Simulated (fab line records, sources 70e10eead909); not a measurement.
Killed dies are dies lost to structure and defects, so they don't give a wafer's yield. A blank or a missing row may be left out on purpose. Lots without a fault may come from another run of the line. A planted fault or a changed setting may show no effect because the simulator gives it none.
Chamber matching | flow nand_harc | NHARC_P_GATE_DESCUM_93 on rie_diel-02: 4 sister chambers
The step chemistry O2, time 3 s. 4 wafers are shown with their chamber, then 12 later ones without.

WAFERS WITH THEIR CHAMBER
wafer  | chamber | drypump_motor_current_A (A)
L083.2 | 1       | 6.2
L083.6 | 2       | 5.4
L088.3 | 3       | 5.3
L088.6 | 0       | 5.4

WAFERS WITHOUT THEIR CHAMBER
wafer  | drypump_motor_current_A (A)
L088.1 | 5.4
L088.4 | 6.3
L088.5 | 6.3
L090.4 | 5.4
L090.5 | 5.4
L090.6 | 6.3
L094.2 | 6.4
L094.4 | 5.4
L094.5 | 5.4
L094.1 | 5.4
L094.3 | 5.3
L094.6 | 6.3

WHICH CHAMBER EACH WENT THROUGH
wafer  | from the rows above          | in truth
L088.1 | can't be placed: 0 or 2 or 3 | 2
L088.4 | 1                            | 1
L088.5 | 1                            | 1
L090.4 | can't be placed: 0 or 2 or 3 | 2
L090.5 | can't be placed: 0 or 2 or 3 | 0
L090.6 | 1                            | 1
L094.2 | 1                            | 1
L094.4 | can't be placed: 0 or 2 or 3 | 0
L094.5 | can't be placed: 0 or 2 or 3 | 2
L094.1 | can't be placed: 0 or 2 or 3 | 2
L094.3 | can't be placed: 3 or 0 or 2 | 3
L094.6 | 1                            | 1
Placed correctly: 5 of 12. Can't be placed from these rows: 7 (the true chamber is among the candidates in 7). Placed wrongly: 0.
How it was worked out, from the rows above alone: a wafer's distance from a chamber is the root of the sum, over the readings, of the square of ((its reading less the chamber's mean) divided by the reading's scatter). The wafer belongs to the nearest chamber; if the next one is less than 2 further off, it can't be placed. A chamber's mean is the mean of its shown wafers. The scatter: with one shown wafer a chamber, the root of the mean of the squares of how far each hidden wafer lies from its nearest shown one.
